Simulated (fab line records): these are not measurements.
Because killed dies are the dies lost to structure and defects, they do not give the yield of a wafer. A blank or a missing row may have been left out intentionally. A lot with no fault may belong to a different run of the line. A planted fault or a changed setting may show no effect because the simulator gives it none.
A struck lot beside a sound one ; flow n5 finfet ; 13 steps out of a route of 1938
Sound: these wafers, L197.1, L197.3, L197.5. Wafers struck: L202.1, L202.4, L202.6. The cause is given at the end.
For every step that has rows: the tool of each side, followed by ch and its chambers, followed by its first start. Under that, the readings that differ: sound wafers ; struck wafers ; difference of the means ; sigmas: that difference in standard deviations of wafers without a fault.
alike: words and numbers the same on both sides, and readings whose means are apart by under 2 such deviations; not compared: readings that were withheld, readings missing a value for some wafer, numbers with overlapping values and no deviation given by the record, and bounds like >300 which may hide the same value.
A row with sigmas, a row that says differs or no value, or rows on one side alone: a step with any of these is where the two part. Non-overlapping numbers with no deviation appear without sigmas and do not part them. A reading that every wafer of one side lacks parts them only if that side has two wafers or more.

first, 10 steps without rows for these wafers: N5_MOL_CONTACT_COAG_DESCUM_13 (chemistry O2, time 7 s); N5_MOL_CONTACT_COAG_ETCH_59 (etches underlayer in N2/H2, target depth 13 nm, time 10.4 s); N5_MOL_CONTACT_COAG_ETCH_105 (etches SiARC in CF4, target depth 15.6 nm, time 26 s); N5_MOL_CONTACT_COAG_ETCH_106 (etches SOC in N2/H2, target depth 80 nm, overetch 16 nm, time 120 s); N5_MOL_CONTACT_COAG_STRIP_107 (strips in N2/H2); N5_MOL_CONTACT_COAG_STRIP_108 (strips in N2/H2); N5_MOL_CONTACT_COAG_CONTACT_ETCH_14 (etches SiO2 in C4F6/O2, target depth 27.5 nm, overetch 8.5 nm, time 20 s); N5_MOL_CONTACT_COAG_STRIP_109 (strips in C4F6/O2); N5_MOL_CONTACT_COAG_ETCH_15 (etches SiNx in CH3F/O2, stops on Si:P, target depth 7 nm); N5_MOL_CONTACT_COAG_ETCH_110 (etches Si in CF4/O2, target depth 2.5 nm, time 8 s).
N5_MOL_CONTACT_COAG_STRIP_98: strips in N2/H2.
  sound on rie diel-01 ch 0,1,3, day 7 12:25; struck on rie diel-01 ch 2,3, day 8 14:46
  no value came back on the struck wafers for any of 7 readings (bias power w (W), chamber pressure mTorr (mTorr) and others); on the sound wafers bias power w (W) reads 7.988 7.990 7.962
reading;sound;struck;difference;sigmas
model.SOC_of_MOL_CONTACT_COAG_COAT_103.thk nm (nm);0 0 0;73.6 73.4 73.6;+73.5;
  not compared: rf hours counter h
N5_BEOL_M4_RC_MEAS_101:
  the record has rows for the sound wafers here (prober-01 ch 0, day 11 11:11) and none for the struck ones
-- a jump in the record: the struck wafers' starts before and after are 8 days apart (it breaks off in module BEOL_M4 and resumes in module PASSIVATION, where the first step shown is number 1936 of the route) --
N5_PASSIVATION_PROBE_49:
  sound on prober-02 at day 15 21:25; struck on prober-01 at day 16 11:30
reading;sound;struck;difference;sigmas
defect limited yield (%);91.5 93.6 91.7;0 0 0;-92;-66
killed at contacts;14 14 24;1097 1098 1095;+1079;+99 or more
killed dies;100 76 98;1180 1180 1180;+1089;+68
killed on rim;13 9 14;152 152 152;+140;+34
sort_bin_5_function (%);5.0 3.6 4.8;96.9 97.1 96.4;+92.3;+99 or more
sort n pass;1080 1104 1082;0 0 0;-1089;-64
sort yield pct (%);91.5 93.6 91.7;0 0 0;-92;-62
  alike: killed_at_M0_to_M3, killed_at_M4_up, killed at front end, killed at other, killed open, killed short, sort_bin_6_memory

WHERE THEY PART
At N5_MOL_CONTACT_COAG_STRIP_98 first; at N5_PASSIVATION_PROBE_49 last (within this record only).

WHY: what had been put in by the simulator
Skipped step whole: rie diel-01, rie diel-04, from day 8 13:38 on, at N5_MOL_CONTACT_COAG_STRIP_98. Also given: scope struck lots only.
